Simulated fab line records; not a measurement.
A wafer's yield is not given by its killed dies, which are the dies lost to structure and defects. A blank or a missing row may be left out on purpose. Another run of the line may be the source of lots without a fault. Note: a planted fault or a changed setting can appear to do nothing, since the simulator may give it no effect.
Which of the tools did it?    flow nandHarc    Sampling: 12 lots, 36 wafers, 4 of 1159 route steps

== WHAT THE GAUGES SHOWED, per wafer ==
The record lacks any reading of a measuring or inspecting step that a usual standard deviation could be used to judge.

== WHAT TOOL EACH LOT RAN ON (gives the tool, then ch and the chambers of the sampled wafers, and finally the start) ==
lot   NHARC_A_CHANNEL_HOLE_D1_STRIP_27              NHARC_A_CHANNEL_FILL_D1_ALD_03                NHARC_A_CHANNEL_FILL_D1_ETCHBACK_19  NHARC_A_CHANNEL_FILL_D1_ALD_25
L510  rieDiel-05 ch 1,2,3, day 9 11:14 or earlier   aldSinBatch-03 ch 0, day 9 11:14 or earlier   rieSi-04 ch 1,2,3, day 9 11:14       aldHk-01 ch 1,2,3, day 9 23:10
L509  rieDiel-05 ch 0,2,3, day 9 16:58 or earlier   aldSinBatch-01 ch 0, day 9 16:58 or earlier   rieSi-02 ch 0,1, day 9 16:58         aldHk-04 ch 1,2,3, day 10 08:01
L512  rieDiel-12 ch 1,2,3, day 10 06:17 or earlier  aldSinBatch-03 ch 0, day 10 06:17 or earlier  rieSi-02 ch 0,3, day 10 06:17        aldHk-02 ch 1,2, day 10 19:49
L515  rieDiel-12 ch 0,3, day 11 06:29 or earlier    aldSinBatch-01 ch 0, day 11 06:29 or earlier  rieSi-04 ch 0,3, day 11 06:29        aldHk-02 ch 2,3, day 11 18:49
L514  rieDiel-11 ch 0,2,3, day 11 06:29 or earlier  aldSinBatch-01 ch 0, day 11 06:29 or earlier  rieSi-02 ch 1,2,3, day 11 06:29      aldHk-04 ch 0,1,2, day 11 18:49
L518  rieDiel-12 ch 0,1, day 11 21:50 or earlier    aldSinBatch-02 ch 0, day 11 21:50 or earlier  rieSi-05 ch 0,1,2, day 11 21:50      aldHk-01 ch 1,2, day 12 09:39
L517  rieDiel-12 ch 0,2, day 11 21:50 or earlier    aldSinBatch-02 ch 0, day 11 21:50 or earlier  rieSi-04 ch 1,2, day 11 21:50        aldHk-04 ch 0,2,3, day 12 10:55
L519  rieDiel-12 ch 0,2,3, day 12 08:45 or earlier  aldSinBatch-02 ch 0, day 12 08:45 or earlier  rieSi-05 ch 0,1,2, day 12 08:45      aldHk-04 ch 2,3, day 12 20:43
L521  rieDiel-05 ch 0,2,3, day 12 19:45 or earlier  aldSinBatch-02 ch 0, day 12 19:45 or earlier  rieSi-02 ch 0,1,3, day 12 19:45      aldHk-01 ch 0,1,3, day 13 07:29
L520  rieDiel-11 ch 1,2, day 12 19:46 or earlier    aldSinBatch-02 ch 0, day 12 19:46 or earlier  rieSi-05 ch 0,1,2, day 12 19:46      aldHk-04 ch 0,1, day 13 07:29
L527  rieDiel-05 ch 0,1,2, day 14 02:31 or earlier  aldSinBatch-03 ch 0, day 14 02:31 or earlier  rieSi-02 ch 2,3, day 14 02:31        aldHk-04 ch 0,1,2, day 14 20:16
L529  rieDiel-11 ch 0,1,3, day 14 19:46 or earlier  aldSinBatch-02 ch 0, day 14 19:46 or earlier  rieSi-04 ch 0,3, day 14 19:46        aldHk-04 ch 0,1,3, day 15 11:57
- NHARC_A_CHANNEL_HOLE_D1_STRIP_27: strips in O2.
- NHARC_A_CHANNEL_FILL_D1_ALD_03: deposits SiNx, target thk 6 nm, pulse time 60 s, ald cycles 58.
- NHARC_A_CHANNEL_FILL_D1_ETCHBACK_19: etches the open film in HBr/Cl2, target depth 5 nm, time 1.7 s.
- NHARC_A_CHANNEL_FILL_D1_ALD_25: deposits SiOx, target thk 60 nm, pulse time 10 s, ald cycles 600.

== WHAT THE TOOLS THEMSELVES READ (means of the sampled wafers that have a number; where no wafer has one, the mark that the record gives instead) ==
NHARC_A_CHANNEL_HOLE_D1_STRIP_27. Usual: drypumpMotorCurrentA 5.7 A, standard deviation 0.43; oesProductAu 0.994 a.u., standard deviation 0.015; rfVppV 57.7 V, standard deviation 0.89; showerheadPlenumPTorr 3.50 Torr, standard deviation 0.1; throttleValvePct 17.037 %, standard deviation 0.0089.
lot   tool        drypumpMotorCurrentA (A)  oesProductAu (a.u.)  rfVppV (V)  showerheadPlenumPTorr (Torr)  throttleValvePct (%)  flag
L510  rieDiel-05  5.4                       0.979                57.9        3.43                          17.037                
L509  rieDiel-05  5.5                       0.988                57.3        3.41                          17.029                
L512  rieDiel-12  5.5                       0.985                58.2        3.62                          17.024                
L515  rieDiel-12  5.0                       0.999                57.8        3.50                          17.037                
L514  rieDiel-11  6.0                       0.996                57.6        3.54                          17.044                
L518  rieDiel-12  5.2                       0.994                57.1        3.50                          17.031                
L517  rieDiel-12  5.3                       1.000                57.8        3.49                          17.044                
L519  rieDiel-12  5.3                       1.007                57.9        3.55                          17.034                
L521  rieDiel-05  5.5                       0.992                57.5        3.41                          17.041                
L520  rieDiel-11  6.2                       0.995                58.5        3.49                          17.033                
L527  rieDiel-05  5.5                       1.008                57.6        3.37                          17.039                
L529  rieDiel-11  5.9                       1.005                57.9        3.50                          17.035                

NHARC_A_CHANNEL_FILL_D1_ALD_03. Usual: precursorPulseHeightRel at 0.999, with a standard deviation of 0.02.
lot   tool            precursorPulseHeightRel  flag
L510  aldSinBatch-03  0.998                    
L509  aldSinBatch-01  0.985                    
L512  aldSinBatch-03  1.006                    
L515  aldSinBatch-01  0.982                    
L514  aldSinBatch-01  1.006                    
L518  aldSinBatch-02  0.997                    
L517  aldSinBatch-02  1.003                    
L519  aldSinBatch-02  0.998                    
L521  aldSinBatch-02  0.987                    
L520  aldSinBatch-02  1.003                    
L527  aldSinBatch-03  1.005                    
L529  aldSinBatch-02  1.021                    

NHARC_A_CHANNEL_FILL_D1_ETCHBACK_19. Usual: drypumpMotorCurrentA 6.0 A, standard deviation 0.31; oesProductAu 1.000 a.u., standard deviation 0.017; throttleValvePct 26.405 %, standard deviation 0.0094.
lot   tool      drypumpMotorCurrentA (A)  oesProductAu (a.u.)  throttleValvePct (%)  flag
L510  rieSi-04  5.8                       1.002                26.396                
L509  rieSi-02  5.7                       1.010                26.405                
L512  rieSi-02  6.3                       1.006                26.409                
L515  rieSi-04  6.0                       0.992                26.397                
L514  rieSi-02  5.8                       1.007                26.401                
L518  rieSi-05  6.2                       0.993                26.413                
L517  rieSi-04  5.9                       1.000                26.403                
L519  rieSi-05  6.2                       1.001                26.401                
L521  rieSi-02  6.0                       1.019                26.404                
L520  rieSi-05  6.2                       0.993                26.401                
L527  rieSi-02  6.0                       1.003                26.399                
L529  rieSi-04  6.0                       0.999                26.406                

NHARC_A_CHANNEL_FILL_D1_ALD_25. Usual: heaterPowerW 468 W, standard deviation 39; precursorPulseHeightRel 1.001, standard deviation 0.018.
lot   tool      heaterPowerW (W)  precursorPulseHeightRel  flag
L510  aldHk-01  481               0.993                    
L509  aldHk-04  454               1.001                    
L512  aldHk-02  463               1.000                    
L515  aldHk-02  477               0.987                    
L514  aldHk-04  422               1.012                    
L518  aldHk-01  478               0.995                    
L517  aldHk-04  450               0.996                    
L519  aldHk-04  470               0.992                    
L521  aldHk-01  516               1.007                    
L520  aldHk-04  437               0.987                    
L527  aldHk-04  433               1.012                    
L529  aldHk-04  458               0.980                    

== THE ANSWER, worked out from the rows above alone ==
Rule: lot off if the mean of its wafers having a number is beyond 3 standard deviations from the usual mean. A lot without any number at a reading at which 4 lots or more have one is off too. All remaining lots with rows at the step are treated as sound. Order of review: gauges by route order, followed by the tools' own readings, for which a lot's mean as printed above is used. The first step at which some lot is off is used, and at that step the reading that is off furthest; a lot without a number counts as furthest.
Across all readings shown, no lot is off: no conclusion can be drawn from this.

== WHAT WAS PUT IN BY THE SIMULATOR ==
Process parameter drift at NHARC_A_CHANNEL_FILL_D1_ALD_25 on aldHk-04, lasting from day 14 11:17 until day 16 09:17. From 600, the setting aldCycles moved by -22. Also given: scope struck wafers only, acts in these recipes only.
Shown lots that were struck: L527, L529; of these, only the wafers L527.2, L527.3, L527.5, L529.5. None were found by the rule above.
